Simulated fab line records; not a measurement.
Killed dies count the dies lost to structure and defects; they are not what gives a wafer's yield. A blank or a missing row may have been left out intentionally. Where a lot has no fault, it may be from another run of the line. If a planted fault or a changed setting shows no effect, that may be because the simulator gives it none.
One fault through the eyes of 2 desks + flow nand harc + only its own numbers are on each desk; what lay behind them is given at the end

## FOR THE TOOL OWNER'S DESK: rie diel-07
The tool's own readings at NHARC_A_BONDPAD_ETCH_24 (etches the open film in CF4/N2, target depth 30 nm, time 72.99 s): means of the sampled wafers that have a number, for each lot that ran on this tool. Marked OUT: a lot whose mean sits more than 4 standard deviations from the usual mean, which makes it out of limits; the brackets give that distance.
Columns: A = drypump motor current A at NHARC_A_BONDPAD_ETCH_24, usual 5.9 A; B = oes product au at NHARC_A_BONDPAD_ETCH_24, usual 0.999 a.u.; C = rf fwd power W at NHARC_A_BONDPAD_ETCH_24, usual 297.3 W; D = rf vpp V at NHARC_A_BONDPAD_ETCH_24, usual 314.3 V; E = run length s at NHARC_A_BONDPAD_ETCH_24, usual 94.2 s; F = showerhead plenum p Torr at NHARC_A_BONDPAD_ETCH_24, usual 2.63 Torr; G = throttle valve pct at NHARC_A_BONDPAD_ETCH_24, usual 19.795 %
| lot  | first seen here | A   | B     | C     | D     | E              | F    | G      |
|------|-----------------|-----|-------|-------|-------|----------------|------|--------|
| L328 | day 23 10:57    | 6.0 | 1.000 | 297.2 | 314.0 | 94.0           | 2.59 | 19.799 |
| L330 | day 24 15:46    | 5.7 | 1.003 | 297.4 | 315.0 | 94.2           | 2.64 | 19.786 |
| L332 | day 24 17:24    | 5.8 | 1.003 | 297.6 | 315.0 | 94.3           | 2.66 | 19.790 |
| L333 | day 24 22:00    | 5.8 | 1.000 | 298.1 | 314.4 | 94.1           | 2.66 | 19.788 |
| L335 | day 25 23:34    | 5.9 | 0.988 | 297.9 | 313.5 | 94.5           | 2.58 | 19.794 |
| L336 | day 26 15:14    | 5.9 | 1.008 | 297.7 | 313.7 | 94.6           | 2.58 | 19.797 |
| L347 | day 31 12:53    | 6.4 | 0.996 | 299.0 | 312.5 | 88.1 (-13) OUT | 2.56 | 19.794 |
This desk's verdict: out of limits on L347, starting with L347 at day 31 12:53 (run length s at NHARC_A_BONDPAD_ETCH_24). L328, L330, L332, L333, L335, L336 stayed within limits.

## METROLOGY DESK
Lot by lot, what the gauges showed, no matter which tool ran the lot: averages of those sampled wafers that carry a number. Marked OUT: a lot whose mean sits more than 4 standard deviations from the usual mean, which makes it out of limits; the brackets give that distance.
Columns: A = cd nm at NHARC_A_BONDPAD_CD_MEAS_09, usual 500.9 nm; B = cd nm at NHARC_A_BONDPAD_CD_MEAS_13, usual 500.3 nm
| lot  | first seen here | A     | B     |
|------|-----------------|-------|-------|
| L327 | day 23 04:56    | 500.1 | 499.5 |
| L328 | day 23 10:12    | 499.8 | 499.4 |
| L329 | day 23 13:08    | 502.3 | 502.2 |
| L330 | day 24 15:00    | 502.4 | 501.2 |
| L332 | day 24 16:38    | 501.2 | 500.8 |
| L333 | day 24 21:14    | 499.4 | 498.8 |
| L334 | day 25 21:24    | 499.4 | 498.3 |
| L335 | day 25 22:48    | 501.8 | 501.7 |
| L336 | day 26 14:28    | 501.5 | 501.3 |
| L339 | day 28 06:17    | 503.0 | 502.1 |
| L347 | day 31 12:08    | 499.9 | 499.1 |
| L348 | day 32 02:01    | 498.4 | 497.1 |
Result from this desk: across the 12 lots, nothing is out of limits.

## TAKEN TOGETHER
On L347, at day 31 12:53, an alarm was possible from the tool owner's desk.
Nothing out of limits was seen by the metrology desk.
The metrology desk holds a record of L347, inside its limits.
On rie diel-07, each named lot ran NHARC_A_BONDPAD_ETCH_24.

## WHAT THE SIMULATOR HAD PUT IN
rie diel-07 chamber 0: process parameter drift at NHARC_A_BONDPAD_ETCH_24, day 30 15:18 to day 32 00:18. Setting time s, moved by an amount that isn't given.
Struck lots among those shown: L347.
Hours from the fault's start to each desk's first reading out of limits: the tool owner's desk, 22.
